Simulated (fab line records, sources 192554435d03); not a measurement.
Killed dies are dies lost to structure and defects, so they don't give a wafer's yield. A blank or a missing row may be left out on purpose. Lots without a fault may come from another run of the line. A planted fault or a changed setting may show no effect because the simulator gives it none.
Which tool did it? | flow n5_finfet | 9 lots, 27 wafers sampled, at 5 steps of a route of 1938

WHAT THE GAUGES READ, wafer by wafer
N5_BEOL_M4_RC_MEAS_101.
lot  | measured     | on        | DIBL_N (mV/V)
L617 | day 8 15:50  | prober-02 | 37.2 35.4 34.5
L619 | day 8 21:08  | prober-02 | 35.0 36.4 38.2
L621 | day 9 00:10  | prober-01 | 37.8 35.7 36.8
L625 | day 10 16:14 | prober-01 | 34.8 36.0 36.4
L627 | day 11 00:20 | prober-01 | 38.0 35.7 36.0
L628 | day 11 16:56 | prober-01 | 35.5 35.8 34.5
L629 | day 11 07:46 | prober-01 | 35.8 36.0 36.5
L634 | day 12 10:29 | prober-01 | 34.1 35.0 35.4
L635 | day 12 20:58 | prober-02 | 36.2 36.3 35.9

WHICH TOOL RAN EACH LOT (tool, then ch and the chambers of the sampled wafers, then the start)
lot  | N5_DUMMY_GATE_ETCH_37             | N5_DUMMY_GATE_ETCH_31             | N5_DUMMY_GATE_ETCH_32           | N5_DUMMY_GATE_ETCH_23
L617 | rie_diel-02 ch 0,1,2, day 3 03:09 | rie_diel-02 ch 0,1,3, day 3 03:25 | rie_si-03 ch 0,2,3, day 3 03:40 | rie_si-03 ch 0,2,3, day 3 03:42
L619 | rie_diel-04 ch 1,3, day 3 16:40   | rie_diel-06 ch 1,3, day 3 16:57   | rie_si-03 ch 0,2, day 3 17:11   | rie_si-03 ch 0,2, day 3 17:14
L621 | rie_diel-04 ch 1,2, day 4 03:51   | rie_diel-02 ch 1,2,3, day 4 04:11 | rie_si-03 ch 0,2, day 4 04:26   | rie_si-03 ch 0,2, day 4 04:28
L625 | rie_diel-02 ch 0,1,2, day 5 08:36 | rie_diel-06 ch 0,2,3, day 5 08:53 | rie_si-03 ch 1,2,3, day 5 09:08 | rie_si-03 ch 1,2,3, day 5 09:10
L627 | rie_diel-06 ch 0,3, day 6 03:09   | rie_diel-02 ch 1,2,3, day 6 03:32 | rie_si-03 ch 0,1,2, day 6 03:47 | rie_si-03 ch 0,1,2, day 6 03:49
L628 | rie_diel-04 ch 0,3, day 6 07:04   | rie_diel-04 ch 0,1, day 6 07:20   | rie_si-01 ch 1,2, day 6 07:35   | rie_si-01 ch 1,2, day 6 07:37
L629 | rie_diel-06 ch 1,2,3, day 6 11:21 | rie_diel-06 ch 0,1,2, day 6 11:39 | rie_si-03 ch 0,1,2, day 6 11:53 | rie_si-03 ch 0,1,2, day 6 11:56
L634 | rie_diel-04 ch 1,3, day 7 09:49   | rie_diel-02 ch 0,2, day 7 10:06   | rie_si-02 ch 1,2,3, day 7 10:21 | rie_si-02 ch 1,2,3, day 7 10:23
L635 | rie_diel-04 ch 0,1,3, day 7 17:57 | rie_diel-06 ch 0,2, day 7 18:14   | rie_si-01 ch 0,1,3, day 7 18:29 | rie_si-01 ch 0,1,3, day 7 18:31
- N5_DUMMY_GATE_ETCH_37: etches SOC in N2/H2, target depth 60 nm, overetch 30 nm.
- N5_DUMMY_GATE_ETCH_31: etches SiO2 in C4F6/O2, target depth 82.5 nm, time 27.5 s.
- N5_DUMMY_GATE_ETCH_32: etches SiO2 in CF4, target depth 3.5 nm, time 3.9 s.
- N5_DUMMY_GATE_ETCH_23: etches poly-Si in HBr/Cl2/O2, target depth 41 nm, time 22.3 s.

THE ANSWER, worked out from the rows above alone
Rule: what is usual is taken from the lots themselves. Put in order of their means at a reading, lots are off if they are a third of the lots or fewer, leave a main group of 4 or more, and stand apart from it by a gap of 3 or more times the standard deviation of the main group's means; of several such gaps the widest counts. A main group whose means are all the same, to the digits that the tables above print for the reading, isn't used. A lot without any number at a reading at which 4 lots or more have one is off too. The other lots that the step has rows for count as sound.
No lot is off at any reading shown: from this, nothing can be told.

WHAT THE SIMULATOR HAD PUT IN
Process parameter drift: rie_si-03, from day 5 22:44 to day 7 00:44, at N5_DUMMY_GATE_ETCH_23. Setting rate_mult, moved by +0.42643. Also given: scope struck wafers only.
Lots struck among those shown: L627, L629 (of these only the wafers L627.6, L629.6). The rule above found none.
